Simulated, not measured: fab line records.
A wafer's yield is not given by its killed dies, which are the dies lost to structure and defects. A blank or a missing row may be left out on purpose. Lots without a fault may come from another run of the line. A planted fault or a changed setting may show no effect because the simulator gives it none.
Comparing a struck lot with a sound one + flow n5-finfet + 37 out of 1938 route steps
Sound: these wafers, L803.2, L803.5, L803.6. Wafers L813.3, L813.4, L813.6 were the ones struck. The cause is given at the end.
Each step with rows lists, per side, the tool, then ch with its chambers, then its first start. Under that, the readings that differ: sound wafers + struck wafers + difference of the means + sigmas: that difference in standard deviations of wafers without a fault.
alike: readings whose means differ by less than 2 such deviations, and words and numbers that are the same on both sides. not compared: withheld readings, readings that some wafer has no value for, bounds like >300 that may hide the same value, and numbers for which the record gives no deviation and whose values overlap.
A row with sigmas, a row that says differs or no value, or rows on one side alone: a step with any of these is where the two part. When numbers do not overlap yet have no deviation, they are printed without sigmas and do not part them. A reading that every wafer of one side lacks parts them only if that side has two wafers or more.

N5_BEOL_M1_ANNEAL_51: time 90 s.
  sound on rtp-anneal-02 ch 0, day 10 02:03; struck on rtp-anneal-02 ch 0, day 11 21:32
  alike: wafer_temp_C_max
then, 1 step without rows for these wafers: N5_BEOL_M1_CMP_52 (polishes, stops on SiOC, t overpolish 6.8 s, target thk 40 nm).
N5_BEOL_M1_THK_MEAS_53: measures by xrf.
  struck on film-metro-02, day 11 22:02; sound on film-metro-02, day 10 02:42
  alike: M1_THK
then, 4 steps without rows for these wafers: N5_BEOL_M1_PRE_CLEAN_60 (time 15 s); N5_BEOL_M1_CO_CAP_55 (material Co, precursor CCTBA/H2, target thk 2 nm, time 102.1 s); N5_BEOL_M1_PRE_CLEAN_56 (time 15 s); N5_BEOL_M1_DEP_57 (deposits SiCN from 3MS/NH3, target thk 8 nm, time 14 s).
N5_BEOL_M1_RS_MEAS_58: a four-point-probe measurement.
  struck on film-metro-01, day 11 22:18; sound on film-metro-02, day 10 02:59
  alike: M1_RS
N5_BEOL_M1_INSPECT_59: inspects for defects (darkfield).
  struck on defect-inspect-02, day 11 22:19; sound on defect-inspect-02, day 10 03:01
  alike: raw-defect-count
then, 1 step without rows for these wafers: N5_BEOL_M2_ILD_DEP_00 (deposits SiOC from DEMS/O2, target thk 79 nm, time 15.3 s).
N5_BEOL_M2_THK_MEAS_01:
  struck on film-metro-02, day 11 22:26; sound on film-metro-01, day 10 03:07
  alike: M2_ILD_THK
then, 1 step without rows for these wafers: N5_BEOL_M2_PECVD_72 (deposits SiO2 from TEOS/O2, target thk 16 nm, time 18 s).
N5_BEOL_M2_HM_DEP_02: deposits TiN, target thk 20 nm.
  struck on pvd-sputter-02, day 11 22:36; sound on pvd-sputter-03, day 10 03:13
  no value came back on the struck wafers for chamber-pressure-pa (Pa), substrate-temp-c (C), throttle-valve-pct (%); on the sound wafers chamber-pressure-pa (Pa) reads 0.5010 0.4984 0.4989
then, 9 steps without rows for these wafers: N5_BEOL_M2_COAT_61 (time 60 s, resist thk 60 nm); N5_BEOL_M2_COAT_62 (time 60 s, resist thk 12 nm); N5_BEOL_M2_COAT_73 (time 60 s, resist thk 5 nm); N5_BEOL_M2_COAT_05 (resist thk 30 nm); N5_BEOL_M2_EBR_07; N5_BEOL_M2_SOFTBAKE_06 (time 60 s); N5_BEOL_M2_EXPOSE_08 (exposes mask M2); N5_BEOL_M2_PEB_09 (peb time 60 s); N5_BEOL_M2_DEVELOP_10 (develop time 30 s).
N5_BEOL_M2_CD_MEAS_11: the cd target is 16.79 nm.
  sound on cd-sem-01 ch 0, day 10 03:38; struck on cd-sem-03 ch 0, day 11 23:07
  alike: cd-nm
N5_BEOL_M2_OVL_MEAS_12:
  sound on overlay-01 ch 0, day 10 03:40; struck on overlay-01 ch 0, day 11 23:10
  alike: M2_OVL
N5_BEOL_M2_INSPECT_13: inspects for defects (brightfield).
  struck on defect-inspect-02, day 11 23:13; sound on defect-inspect-01, day 10 03:43
  alike: raw-defect-count
N5_BEOL_M2_DESCUM_16: chemistry O2, time 7 s.
  sound on rie-diel-05 ch 2,3, day 10 03:47; struck on rie-diel-01 ch 0,3, day 11 23:14
  alike: drypump-motor-current-A, oes-product-au, rf-vpp-V, showerhead-plenum-p-Torr, throttle-valve-pct
  not compared: rf-hours-counter-h
then, 1 step without rows for these wafers: N5_BEOL_M2_ETCH_74 (etches underlayer in N2/H2, target depth 6.5 nm, time 5.2 s).
N5_BEOL_M2_ETCH_63: etches SiARC in CF4, target depth 15.6 nm, time 26 s.
  sound on rie-diel-05 ch 2,3, day 10 03:50; struck on rie-diel-01 ch 0,3, day 11 23:17
  alike: drypump-motor-current-A, etch-rf-on-time-s, mfc-ar-sccm, oes-product-au, rf-vpp-V, showerhead-plenum-p-Torr, throttle-valve-pct
  not compared: rf-hours-counter-h
N5_BEOL_M2_ETCH_64: etches SOC in N2/H2, target depth 75 nm, overetch 22.5 nm, time 121.9 s.
  sound on rie-diel-05 ch 2,3, day 10 03:52; struck on rie-diel-01 ch 0,3, day 11 23:19
| reading                     | sound       | struck      | difference | sigmas |
|-----------------------------|-------------|-------------|------------|--------|
| drypump-motor-current-A (A) | 6.2 5.6 6.2 | 5.2 5.1 5.2 | -0.8       | -2     |
  alike: oes-product-au, rf-vpp-V, showerhead-plenum-p-Torr, throttle-valve-pct
  not compared: rf-hours-counter-h
then, 2 steps without rows for these wafers: N5_BEOL_M2_STRIP_65 (strips in N2/H2); N5_BEOL_M2_STRIP_75 (strips in N2/H2).
N5_BEOL_M2_STRIP_66: strips in CF4.
  sound on rie-diel-05 ch 2,3, day 10 03:59; struck on rie-diel-01 ch 0,3, day 11 23:27
| reading                     | sound       | struck      | difference | sigmas |
|-----------------------------|-------------|-------------|------------|--------|
| drypump-motor-current-A (A) | 6.2 5.6 6.2 | 5.2 5.1 5.2 | -0.8       | -2     |
  alike: oes-product-au, rf-vpp-V, showerhead-plenum-p-Torr, throttle-valve-pct
  not compared: rf-hours-counter-h
N5_BEOL_M2_HM_OPEN_17: chemistry Cl2/BCl3, target TiN, target depth 20 nm, overetch 6 nm.
  sound on rie-metal-02 ch 0, day 10 04:04; struck on rie-metal-01 ch 0,1, day 11 23:31
| reading                  | sound             | struck            | difference | sigmas |
|--------------------------|-------------------|-------------------|------------|--------|
| oes-product-au (a.u.)    | 0.65 0.66 0.65    | 0.34 0.28 0.27    | -0.36      | -4     |
| throttle-valve-pct (%)   | 22.14 22.15 22.15 | 22.91 22.74 22.75 | +0.65      | +2     |
| model.etch.depth-nm (nm) | 19.84 19.83 19.99 | 0 0 0             | -20        |        |
  alike: drypump-motor-current-A, mfc-ar-sccm
  not compared: rf-hours-counter-h
then, 1 step without rows for these wafers: N5_BEOL_M2_STRIP_19 (strips in O2).
N5_BEOL_M2_CD_MEAS_18: pitch 36 nm, target cd 18 nm.
  struck on cd-sem-02, day 11 23:41; sound on cd-sem-01, day 10 04:20
| reading    | sound          | struck | difference                    | sigmas |
|------------|----------------|--------|-------------------------------|--------|
| cd-nm (nm) | 17.6 18.2 17.8 | - - -  | no value on the struck wafers |        |
then, 1 step without rows for these wafers: N5_BEOL_M2_COAT_67 (time 60 s, resist thk 60 nm).
N5_BEOL_M4_RC_MEAS_101:
  the record has rows for the sound wafers here (prober-01 ch 0, day 11 07:50) and none for the struck ones

WHERE THEY PART
At N5_BEOL_M2_HM_DEP_02 first; at N5_BEOL_M4_RC_MEAS_101 last (within this record only).

WHY: the cause the simulator had injected
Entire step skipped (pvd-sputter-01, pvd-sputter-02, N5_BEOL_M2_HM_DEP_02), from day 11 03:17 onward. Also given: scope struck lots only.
